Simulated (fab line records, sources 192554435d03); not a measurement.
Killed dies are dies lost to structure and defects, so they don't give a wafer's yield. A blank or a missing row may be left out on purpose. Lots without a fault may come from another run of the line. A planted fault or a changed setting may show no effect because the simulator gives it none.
A struck lot beside a sound one | flow n5_finfet | 14 steps out of a route of 1938
Sound: wafers L608.1, L608.3, L608.4. Struck: wafers L613.1, L613.3, L613.5. The cause comes at the end.
At each step with rows: each side's tool, then ch and its chambers, then its first start. Under that, the readings that differ: sound wafers | struck wafers | difference of the means | sigmas: that difference in standard deviations of wafers without a fault.
alike: readings whose means differ by less than 2 such deviations, and words and numbers that are the same on both sides. not compared: withheld readings, readings that some wafer has no value for, bounds like >300 that may hide the same value, and numbers for which the record gives no deviation and whose values overlap.
The two part at a step that has a row with sigmas, a row that says differs or no value, or rows on one side only. Numbers that don't overlap but have no deviation are shown without sigmas and don't part them. A reading that every wafer of one side lacks parts them only if that side has two wafers or more.

N5_STI_FIN_REVEAL_ALD_14: deposits Si3N4, target thk 3 nm.
  sound on ald_sin-02 ch 0,2,3, day 2 10:49; struck on ald_sin-01 ch 1,2,3, day 3 16:58
  alike: heater_power_w
then, 2 steps without rows for these wafers: N5_STI_FIN_REVEAL_FCVD_FILL_01 (material SiO2 flowable, target thk 312 nm, time 512.2 s); N5_STI_FIN_REVEAL_DENSIFY_02 (time 1800 s).
N5_STI_FIN_REVEAL_CMP_04: polishes, stops on Si3N4, t overpolish 4 s, target thk 131.83 nm.
  sound on cmp-03 ch 0,2,3, day 2 15:51; struck on cmp-03 ch 0,2, day 3 22:02
  alike: motor_current_A, overpolish_run_s, time_to_endpoint_s
N5_STI_FIN_REVEAL_THK_MEAS_05:
  sound on film_metro-01, day 2 16:09; struck on film_metro-01, day 3 22:18
  reading     | sound             | struck            | difference | sigmas
  thk_nm (nm) | 127.9 131.3 128.8 | 132.3 132.5 131.3 | +2.7       | +2
N5_STI_FIN_REVEAL_DENSIFY_30:
  sound on rtp_anneal-02 ch 0, day 2 16:23; struck on rtp_anneal-02 ch 0, day 3 22:20
  alike: lamp_power_pct, lamp_zone_2_pct, lamp_zone_3_pct, lamp_zone_5_pct, lamp_zone_6_pct
  not compared: wafer_temp_C_max
N5_STI_FIN_REVEAL_ETCHBACK_08: etches SiO2 in C4F6/O2, target depth 30.5 nm, time 10.167 s.
  sound on rie_diel-02 ch 0,1,3, day 2 16:37; struck on rie_diel-03 ch 1,3, day 3 22:32
  alike: drypump_motor_current_A, oes_o_777_au, oes_product_au, rf_vpp_V, showerhead_plenum_p_Torr, throttle_valve_pct
  not compared: rf_hours_counter_h
N5_STI_FIN_REVEAL_STRIP_24: strips in N2/H2, time 90 s.
  sound on rie_diel-02 ch 0,1,3, day 2 16:38; struck on rie_diel-03 ch 1,3, day 3 22:34
  alike: drypump_motor_current_A, oes_product_au, rf_vpp_V, showerhead_plenum_p_Torr, throttle_valve_pct
  not compared: rf_hours_counter_h
then, 4 steps without rows for these wafers: N5_STI_FIN_REVEAL_PRECLEAN_25 (cleans in SPM, time 90 s); N5_STI_FIN_REVEAL_PRECLEAN_26 (cleans in SC1, time 45 s); N5_STI_FIN_REVEAL_PRECLEAN_29 (cleans in DHF, time 30 s); N5_STI_FIN_REVEAL_SRD_12 (time 30 s).
N5_STI_FIN_REVEAL_RECESS_09: chemistry HF/NH3, target SiO2, afs cycles 11, target depth 42.5 nm, sublimation time 60 s.
  sound on vapor_etch-02 ch 0,1, day 2 16:58; struck on vapor_etch-01 ch 0,1, day 3 23:35
  reading    | sound             | struck            | difference | sigmas
  temp_c (C) | 30.09 29.99 30.00 | 28.63 28.62 28.29 | -1.51      | -14
  alike: drypump_motor_current_A
then, 1 step without rows for these wafers: N5_STI_FIN_REVEAL_STRIP_16 (strips SiNx in H3PO4, target depth 23.8 nm).

WHERE THEY PART
First at N5_STI_FIN_REVEAL_THK_MEAS_05; last, within this record, at N5_STI_FIN_REVEAL_RECESS_09.

WHY: what the simulator had put in
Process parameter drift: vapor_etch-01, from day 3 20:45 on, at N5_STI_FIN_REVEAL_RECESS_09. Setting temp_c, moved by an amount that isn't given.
